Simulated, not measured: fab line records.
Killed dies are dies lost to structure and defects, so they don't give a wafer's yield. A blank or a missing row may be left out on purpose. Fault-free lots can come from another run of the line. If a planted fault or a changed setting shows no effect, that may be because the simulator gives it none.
fab line records | flow n5-finfet | part 1 of 2: steps 1 to 4 of 6
record lots=24 wafers=72 last-day=19
route steps=1938 shown BEOL_M4@1060 BEOL_M5@1132
lots that met no fault: from a run of the same line without faults
start-h: hours from the record's first day to the start of the lot's first wafer shown | wait-h: time in hours since the lot's previous step | " as in the row above | L1.1+2: a single row standing in for several wafers | - either no value or no given start | * or withheld: withheld | < > ~ a bound
route shown NAME@n: names a module that has steps shown in the file, with the first one's number in the route | usual: mean/standard deviation taken from wafers without a fault | same: alike in all rows | chamber/n: place in a boat | sites: the reading at each site | _std_site: their standard deviation | _edge_site: outer sites' mean less inner sites' | radius-mm: how far each site lies from the wafer's centre | mask NAME#n: copy n | behind: the tool/chamber that last shaped the wafer | hold: reason for holding the lot/hours on hold/outcome of the hold | device: transistor that didn't switch, given as n, p or np | end of line: tests run on the same wafers once the route is complete | where a step has no rows: the recipe by itself | killed: count of dies lost to structure and defects at first sort (not the wafer's yield) | map: per-die view of a wafer (x killed, . not killed, _ where there is no die)
set.NAME: the setting that was run; set.NAME@STEP: the one run at that earlier step | model.NAME: the simulator's own value behind a step, which no gauge read
a sample of lots followed through the steps of the route, with each step as a table and each wafer as a row
services: the hour from which a tool's chamber was out of use, counted from the record's first day as start-h (under 0 if before that day), plus the number of hours and why
## steps
# step N5_BEOL_M4_ETCH_77
# recipe chemistry=N2/H2 target=underlayer target-depth-a=65 mask-material=CAR-EUV time-s=5.2 ion-energy-ev=200 pressure-mtorr=30 source-w=840 bias-w=150 n2-flow-sccm=200 h2-flow-sccm=200 ends=cleared
# usual drypump-motor-current-A=5.7/0.33 etch-rf-on-time-s=5.15/0.074 oes-product-au=0.69/0.08 rf-vpp-V=523.7/2.5 showerhead-plenum-p-Torr=2.53/0.081 throttle-valve-pct=17.73/0.2
# columns lot.wafer tool chamber start-h wait-h drypump-motor-current-A etch-rf-on-time-s oes-product-au rf-hours-counter-h rf-vpp-V showerhead-plenum-p-Torr throttle-valve-pct
L074.2 rie-diel-06 3 154.90 0.0 6.2 5.29 0.58 222 522.2 2.42 18.10
L074.3 " 0 " " 5.3 5.15 0.73 45 528.7 2.71 17.75
L074.5 " 1 " " 5.6 5.29 0.62 - 524.0 2.53 17.63
L075.3 rie-diel-02 3 158.80 0.0 5.2 5.06 0.63 178 526.8 2.64 17.71
L075.5 " 0 " " 5.8 5.09 0.62 - 527.5 2.63 17.65
L075.6 " 1 " " 5.8 5.14 0.79 - 522.0 2.50 17.61
L076.2 rie-diel-02 2 164.37 0.0 5.7 5.09 0.76 33 520.5 2.49 17.62
L076.4 " 0 " " 5.9 5.08 0.62 171 529.0 2.63 17.67
L076.5 " 1 " " 5.8 5.17 0.79 - 521.4 2.50 17.62
L077.2 rie-diel-06 3 171.06 0.0 6.2 5.19 0.58 228 521.8 2.41 18.10
L077.4 " 0 " " 5.3 5.10 0.71 - 526.8 2.70 17.74
L077.5 " 2 " " 5.7 5.03 0.80 - 521.9 2.49 17.61
L078.1 rie-diel-01 2 175.34 0.0 5.7 5.16 0.73 53 520.4 2.48 17.45
L078.3 " 3 " " 6.4 5.11 0.82 10 521.7 2.50 17.55
L078.5 " 3 " " 6.4 5.08 0.83 - 524.3 2.50 17.55
L079.3 rie-diel-01 1 181.71 0.0 5.5 5.21 0.59 - 522.4 2.51 18.26
L079.4 " 2 " " 5.7 5.22 0.74 - 523.1 2.48 17.48
L079.6 " 2 " " 5.7 5.17 0.74 - 525.4 2.48 17.44
L080.1 rie-diel-06 1 193.54 0.0 5.6 5.18 0.62 176 523.9 2.53 17.67
L080.3 " 2 " " 5.7 4.97 0.79 22 521.2 2.49 17.61
L080.4 " 0 " " 5.3 5.05 0.71 59 530.0 2.70 17.77
L081.1 rie-diel-01 0 200.76 0.0 5.2 5.10 0.83 6 521.9 2.49 17.69
L081.2 " 1 " " 5.5 5.23 0.59 236 523.9 2.51 18.29
L081.5 " 2 " " 5.8 5.18 0.72 - 523.6 2.47 17.49
L082.1 rie-diel-01 0 217.41 0.0 5.2 5.15 0.81 12 523.3 2.49 17.69
L082.3 " 2 " " 5.8 5.27 0.72 68 521.3 2.47 17.48
L082.4 " 1 " " 5.5 5.28 0.57 242 524.8 2.50 18.28
L083.1 rie-diel-01 0 222.39 0.0 5.2 5.04 0.81 14 520.8 2.49 17.68
L083.3 " 1 " " 5.5 5.21 0.59 244 523.7 2.50 18.28
L083.6 " 0 " " 5.2 5.03 0.81 - 524.0 2.49 17.71
L084.1 rie-diel-02 2 224.55 0.0 5.7 5.16 0.74 56 521.2 2.48 17.68
L084.3 " 1 " " 5.8 5.25 0.74 35 522.9 2.49 17.67
L084.4 " 3 " " 5.2 5.20 0.61 - 525.8 2.63 17.77
L085.3 rie-diel-01 1 235.96 0.0 5.5 5.25 0.57 248 522.5 2.50 18.29
L085.4 " 3 " " 6.4 5.08 0.78 32 523.5 2.49 17.58
L085.6 " 3 " " 6.4 5.06 0.78 - 522.1 2.49 17.62
L086.1 rie-diel-02 0 246.64 0.0 5.9 5.05 0.60 192 527.7 2.62 17.69
L086.2 " 3 " " 5.2 5.07 0.61 212 523.1 2.63 17.79
L086.6 " 1 " " 5.8 5.13 0.73 - 522.6 2.49 17.69
L087.3 rie-diel-02 1 249.36 0.0 5.8 5.13 0.73 45 520.3 2.48 17.67
L087.5 " 1 " " 5.9 5.16 0.72 - 522.0 2.49 17.66
L087.6 " 2 " " 5.7 5.12 0.72 - 523.4 2.48 17.68
L088.1 rie-diel-02 0 254.23 0.0 5.9 5.14 0.61 194 526.9 2.62 17.68
L088.3 " 1 " " 5.8 5.17 0.73 46 521.0 2.48 17.68
L088.5 " 3 " " 5.2 5.12 0.60 - 526.0 2.63 17.79
L089.3 rie-diel-02 0 257.91 0.0 5.9 5.08 0.61 196 527.1 2.62 17.70
L089.5 " 0 " " 5.9 5.11 0.60 - 524.4 2.62 17.69
L089.6 " 3 " " 5.2 5.17 0.60 - 525.0 2.63 17.79
L090.1 rie-diel-06 0 258.22 0.0 5.3 5.18 0.69 81 526.5 2.69 17.81
L090.2 " 2 " " 5.7 5.17 0.73 45 522.9 2.48 17.63
L090.4 " 1 " " 5.6 5.33 0.61 - 523.8 2.52 17.71
L092.1 rie-diel-06 1 268.65 0.0 5.6 5.26 0.61 202 524.7 2.51 17.68
L092.2 " 3 " " 6.2 5.07 0.86 3 529.5 2.72 17.69
L092.6 " 2 " " 5.7 5.05 0.74 - 521.9 2.47 17.67
L091.1 rie-diel-02 2 275.26 0.0 5.7 5.10 0.71 74 523.1 2.47 17.69
L091.2 " 3 " " 5.2 5.13 0.60 222 525.2 2.62 17.80
L091.4 " 1 " " 5.9 5.20 0.72 53 522.0 2.48 17.68
L093.1 rie-diel-01 3 280.81 0.0 6.4 5.18 0.75 49 521.3 2.48 17.61
L093.3 " 2 " " 5.8 5.18 0.71 92 523.1 2.46 17.53
L093.6 " 1 " " 5.5 5.14 0.80 - 525.1 2.50 17.89
L094.1 rie-diel-06 2 282.31 0.0 5.7 5.14 0.73 53 521.2 2.47 17.67
L094.3 " 3 " " 6.2 5.14 0.84 7 527.3 2.72 17.72
L094.4 " 1 " " 5.6 5.27 0.59 206 523.0 2.51 17.70
L095.1 rie-diel-02 3 286.00 0.0 5.2 5.22 0.60 226 525.5 2.62 17.80
L095.2 " 0 " " 5.9 5.12 0.59 205 525.5 2.62 17.71
L095.5 " 3 " " 5.2 5.22 0.60 - 526.1 2.62 17.80
L096.1 rie-diel-06 2 312.33 0.0 5.7 5.06 0.72 64 523.3 2.47 17.70
L096.5 " 0 " " 5.3 5.08 0.67 - 529.1 2.68 17.82
L096.6 " 1 " " 5.6 5.28 0.60 - 521.6 2.51 17.73
L097.2 rie-diel-01 3 315.51 0.0 6.4 5.13 0.74 58 522.7 2.48 17.62
L097.5 " 3 " " 6.4 5.16 0.75 - 518.9 2.48 17.62
L097.6 " 2 " " 5.7 5.20 0.69 - 522.9 2.46 17.54
# step N5_BEOL_M4_STRIP_97
# recipe chemistry=N2/H2 time-s=10 power-w=450 temp-c=40 pressure-mtorr=20 rf-frequency-hz=6e+07 bias-power-w=7 n2-flow-sccm=200 h2-flow-sccm=200
# usual drypump-motor-current-A=5.7/0.35 oes-product-au=0.81/0.089 rf-vpp-V=59.1/0.78 showerhead-plenum-p-Torr=2.52/0.084 throttle-valve-pct=23.53/0.18
# columns lot.wafer tool chamber start-h wait-h drypump-motor-current-A oes-product-au rf-hours-counter-h rf-vpp-V showerhead-plenum-p-Torr throttle-valve-pct
L074.2 rie-diel-06 3 - - 6.1 0.69 223 58.2 2.41 24.02
L074.3 " 1 " " 5.6 0.73 171 58.4 2.52 23.26
L074.5 " 3 " " 6.2 0.69 - 58.9 2.41 24.02
L075.3 rie-diel-02 3 - - 5.2 0.73 181 59.8 2.64 23.40
L075.5 " 1 " " 5.8 0.92 - 59.4 2.49 23.50
L075.6 " 0 " " 5.9 0.71 - 58.4 2.63 23.45
L076.2 rie-diel-01 2 - - 5.7 0.88 48 59.9 2.47 23.29
L076.4 " 1 " " 5.5 0.71 - 58.6 2.51 23.95
L076.5 " 2 " " 5.7 0.88 - 59.0 2.48 23.27
L077.2 rie-diel-02 2 - - 5.7 0.88 39 58.2 2.48 23.52
L077.4 " 0 " " 5.9 0.71 177 60.8 2.63 23.47
L077.5 " 2 " " 5.7 0.88 - 59.3 2.48 23.51
L078.1 rie-diel-06 0 - - 5.3 0.84 54 58.8 2.70 23.62
L078.3 " 2 " " 5.7 0.93 18 60.6 2.48 23.39
L078.5 " 3 " " 6.1 0.69 - 59.2 2.41 24.04
L079.3 rie-diel-06 3 - - 6.2 0.69 233 57.6 2.41 24.03
L079.4 " 3 " " 6.2 0.68 - 58.6 2.41 24.03
L079.6 " 0 " " 5.3 0.83 - 59.3 2.70 23.61
L080.1 rie-diel-06 2 - - 5.7 0.92 22 58.6 2.48 23.39
L080.3 " 1 " " 5.6 0.74 176 60.0 2.52 23.28
L080.4 " 0 " " 5.3 0.83 59 59.5 2.69 23.63
L081.1 rie-diel-06 2 - - 5.7 0.91 26 59.3 2.48 23.40
L081.2 " 3 " " 6.2 0.68 240 59.1 2.40 24.04
L081.5 " 3 " " 6.2 0.68 - 57.9 2.40 24.03
L082.1 rie-diel-02 1 - - 5.8 0.88 34 58.8 2.49 23.52
L082.3 " 3 " " 5.2 0.73 202 59.3 2.63 23.41
L082.4 " 1 " " 5.9 0.88 - 58.1 2.49 23.52
L083.1 rie-diel-06 3 - - 6.2 0.68 245 59.4 2.40 24.03
L083.3 " 1 " " 5.6 0.73 187 57.6 2.52 23.29
L083.6 " 1 " " 5.6 0.73 - 59.1 2.52 23.30
L084.1 rie-diel-02 2 - - 5.7 0.85 58 58.5 2.48 23.52
L084.3 " 1 " " 5.9 0.87 38 58.5 2.48 23.53
L084.4 " 3 " " 5.2 0.72 - 57.9 2.63 23.42
L087.3 rie-diel-01 3 - - 6.4 0.91 39 59.8 2.48 23.39
L087.5 " 3 " " 6.4 0.90 - 58.7 2.48 23.39
L087.6 " 2 " " 5.7 0.84 - 58.8 2.46 23.32
L085.3 rie-diel-02 1 - - 5.9 0.85 47 59.8 2.48 23.55
L085.4 " 0 " " 5.9 0.70 195 59.6 2.62 23.48
L085.6 " 1 " " 5.9 0.86 - 59.0 2.48 23.54
L086.1 rie-diel-01 0 - - 5.2 0.91 28 58.9 2.48 23.57
L086.2 " 2 " " 5.7 0.83 83 59.7 2.46 23.32
L086.6 " 3 " " 6.4 0.90 - 59.7 2.48 23.40
L088.1 rie-diel-02 1 - - 5.8 0.86 47 58.8 2.48 23.54
L088.3 " 3 " " 5.2 0.71 215 58.4 2.62 23.46
L088.5 " 3 " " 5.2 0.70 - 58.5 2.62 23.45
L090.1 rie-diel-02 1 - - 5.9 0.84 48 57.8 2.48 23.55
L090.2 " 3 " " 5.2 0.70 216 60.6 2.62 23.45
L090.4 " 0 " " 5.9 0.69 196 57.7 2.62 23.49
L089.3 rie-diel-01 2 - - 5.8 0.83 86 60.0 2.46 23.33
L089.5 " 3 " " 6.4 0.89 - 59.1 2.48 23.41
L089.6 " 2 " " 5.8 0.83 - 59.6 2.46 23.35
L092.1 rie-diel-01 1 - - 5.5 0.95 6 59.5 2.49 23.72
L092.2 " 0 " " 5.2 0.89 36 58.6 2.47 23.59
L092.6 " 3 " " 6.4 0.88 - 60.0 2.48 23.42
L091.1 rie-diel-02 1 - - 5.8 0.84 56 58.3 2.48 23.57
L091.2 " 0 " " 5.8 0.69 204 58.1 2.61 23.50
L091.4 " 0 " " 5.9 0.70 - 59.5 2.61 23.50
L093.1 rie-diel-06 3 - - 6.2 0.98 8 58.9 2.72 23.71
L093.3 " 2 " " 5.7 0.86 54 57.6 2.47 23.45
L093.6 " 0 " " 5.3 0.78 - 60.5 2.68 23.66
L094.1 rie-diel-02 2 - - 5.7 0.83 76 58.2 2.47 23.55
L094.3 " 0 " " 5.9 0.69 206 59.0 2.61 23.51
L094.4 " 1 " " 5.8 0.84 58 59.5 2.48 23.54
L095.1 rie-diel-01 3 - - 6.4 0.89 51 60.3 2.48 23.42
L095.2 " 0 " " 5.2 0.90 38 58.7 2.47 23.59
L095.5 " 3 " " 6.4 0.88 - 59.5 2.48 23.40
L096.1 rie-diel-02 1 - - 5.8 0.82 67 59.8 2.47 23.58
L096.5 " 2 " " 5.7 0.82 - 59.3 2.46 23.56
L096.6 " 3 " " 5.2 0.69 - 58.9 2.62 23.48
L097.2 rie-diel-02 0 - - 5.9 0.68 215 58.6 2.61 23.52
L097.5 " 1 " " 5.8 0.82 - 58.4 2.47 23.57
L097.6 " 0 " " 5.9 0.69 - 59.1 2.61 23.54
# step N5_BEOL_M4_SPUTTER_92
# recipe material=Cu target-thk-a=45 temp-c=-20 chamber-pressure-pa=0.07 power-w=withheld time-s=8.29
# usual chamber-pressure-pa=0.06999/0.00014 throttle-valve-pct=29.6/0.97
# columns lot.wafer tool chamber start-h wait-h chamber-pressure-pa throttle-valve-pct
L074.2 pvd-sputter-02 - 162.07 0.1 0.06992 30.2
L074.3 " - " " 0.06979 30.2
L074.5 " - " " 0.0697 27.9
L075.3 pvd-sputter-01 - 168.00 0.1 0.07015 29.6
L075.5 " - " " 0.06989 30.3
L075.6 " - " " 0.07021 29.7
L076.2 pvd-sputter-03 - 168.86 0.1 0.06999 29.7
L076.4 " - " " 0.07004 31.8
L076.5 " - " " 0.06993 31.8
L078.1 pvd-sputter-03 - 185.94 0.1 0.06958 29.6
L078.3 " - " " 0.07018 29.5
L078.5 " - " " 0.06982 32.0
L077.2 pvd-sputter-02 - 187.55 0.1 0.07006 27.8
L077.4 " - " " 0.07021 30.0
L077.5 " - " " 0.06999 29.9
L079.3 pvd-sputter-01 - 191.64 0.1 0.06995 29.6
L079.4 " - " " 0.07002 29.8
L079.6 " - " " 0.06988 29.5
L080.1 pvd-sputter-03 - 197.86 0.1 0.06991 29.4
L080.3 " - " " 0.07002 32.0
L080.4 " - " " 0.07004 29.3
L081.1 pvd-sputter-01 - 211.32 0.1 0.07005 28.4
L081.2 " - " " 0.06987 30.1
L081.5 " - " " 0.06973 30.0
L082.1 pvd-sputter-01 - 225.75 0.1 0.06974 29.6
L082.3 " - " " 0.07005 29.9
L082.4 " - " " 0.06986 30.3
L083.1 pvd-sputter-03 - 229.62 0.1 0.06997 29.5
L083.3 " - " " 0.07011 29.5
L083.6 " - " " 0.06996 31.9
L084.1 pvd-sputter-02 - 232.85 0.1 0.06985 29.8
L084.3 " - " " 0.06985 29.6
L084.4 " - " " 0.06999 28.6
L087.3 pvd-sputter-03 - 254.64 0.1 0.07013 32.0
L087.5 " - " " 0.06989 29.2
L087.6 " - " " 0.06996 29.3
L085.3 pvd-sputter-01 - 258.01 0.1 0.07017 30.1
L085.4 " - " " 0.07 29.9
L085.6 " - " " 0.0699 28.5
L086.1 pvd-sputter-02 - 258.06 0.1 0.0702 27.8
L086.2 " - " " 0.07009 29.8
L086.6 " - " " 0.0699 28.7
L088.1 pvd-sputter-02 - 259.90 0.1 0.07005 27.7
L088.3 " - " " 0.06985 29.0
L088.5 " - " " 0.06996 29.0
L090.1 pvd-sputter-03 - 261.14 0.1 0.06987 31.8
L090.2 " - " " 0.07023 29.9
L090.4 " - " " 0.06992 29.5
L089.3 pvd-sputter-02 - 265.33 0.1 0.07014 27.6
L089.5 " - " " 0.06989 28.7
L089.6 " - " " 0.06999 30.0
L092.1 pvd-sputter-01 - 283.18 0.1 0.07004 29.7
L092.2 " - " " 0.06995 28.7
L092.6 " - " " 0.07013 30.3
L091.1 pvd-sputter-01 - 286.18 0.1 0.06998 30.3
L091.2 " - " " 0.06999 28.4
L091.4 " - " " 0.07013 30.3
L093.1 pvd-sputter-03 - 287.96 0.1 0.06996 29.6
L093.3 " - " " 0.07012 31.8
L093.6 " - " " 0.07008 29.7
L094.1 pvd-sputter-01 - 291.70 0.1 0.06987 30.0
L094.3 " - " " 0.06987 29.6
L094.4 " - " " 0.07005 30.2
L095.1 pvd-sputter-03 - 292.32 0.1 0.06984 29.4
L095.2 " - " " 0.07018 29.9
L095.5 " - " " 0.06991 29.8
L096.1 pvd-sputter-02 - 317.94 0.1 0.06995 30.0
L096.5 " - " " 0.06993 27.9
L096.6 " - " " 0.0696 29.7
L097.2 pvd-sputter-02 - 320.92 0.1 0.06985 27.7
L097.5 " - " " 0.07007 28.4
L097.6 " - " " 0.06991 30.1
# step N5_BEOL_M4_THK_MEAS_53
# recipe thk-meas-gauge=xrf reads=Cu_of_BEOL_M4_ECD_50
# usual M4_THK=40.3/1.3
# columns lot.wafer tool chamber start-h wait-h M4_THK[nm]
L074.2 film-metro-02 - 163.53 - 40.8
L074.3 " - " " 41.8
L074.5 " - " " 39.8
L075.3 film-metro-02 - 169.23 - 39.0
L075.5 " - " " 41.2
L075.6 " - " " 41.0
L076.2 film-metro-01 - 170.10 - 40.4
L076.4 " - " " 38.7
L076.5 " - " " 39.0
L078.1 film-metro-01 - 187.18 - 42.2
L078.3 " - " " 40.8
L078.5 " - " " 40.7
L077.2 film-metro-01 - 188.81 - 39.6
L077.4 " - " " 38.2
L077.5 " - " " 39.3
L079.3 film-metro-01 - 193.07 - 39.1
L079.4 " - " " 38.9
L079.6 " - " " 41.0
L080.1 film-metro-02 - 199.09 - 41.9
L080.3 " - " " 40.1
L080.4 " - " " 41.9
L081.1 film-metro-02 - 212.55 - 39.3
L081.2 " - " " 37.6
L081.5 " - " " 38.9
L082.1 film-metro-01 - 226.98 - 37.8
L082.3 " - " " 37.3
L082.4 " - " " 37.0
L083.1 film-metro-01 - 230.91 - 40.2
L083.3 " - " " 39.1
L083.6 " - " " 38.5
L084.1 film-metro-01 - 234.16 - 41.8
L084.3 " - " " 39.8
L084.4 " - " " 40.1
L087.3 film-metro-02 - 255.98 - 41.8
L087.5 " - " " 40.4
L087.6 " - " " 40.8
L085.3 film-metro-02 - 259.24 - 38.6
L085.4 " - " " 39.7
L085.6 " - " " 40.0
L086.1 film-metro-01 - 259.28 - 39.8
L086.2 " - " " 38.6
L086.6 " - " " 40.5
L088.1 film-metro-01 - 261.33 - 41.1
L088.3 " - " " 40.4
L088.5 " - " " 40.8
L090.1 film-metro-02 - 262.47 - 40.4
L090.2 " - " " 38.1
L090.4 " - " " 40.1
L089.3 film-metro-02 - 267.08 - 41.9
L089.5 " - " " 42.3
L089.6 " - " " 41.9
L092.1 film-metro-01 - 284.41 - 42.6
L092.2 " - " " 41.2
L092.6 " - " " 41.4
L091.1 film-metro-02 - 287.50 - 40.1
L091.2 " - " " 38.6
L091.4 " - " " 39.5
L093.1 film-metro-01 - 289.20 - 42.7
L093.3 " - " " 42.1
L093.6 " - " " 42.4
L094.1 film-metro-02 - 292.92 - 40.8
L094.3 " - " " 39.7
L094.4 " - " " 40.4
L095.1 film-metro-01 - 293.54 - 40.8
L095.2 " - " " 41.2
L095.5 " - " " 41.0
L096.1 film-metro-02 - 319.16 - 40.6
L096.5 " - " " 40.4
L096.6 " - " " 39.7
L097.2 film-metro-01 - 322.15 - 39.0
L097.5 " - " " 40.7
L097.6 " - " " 41.5
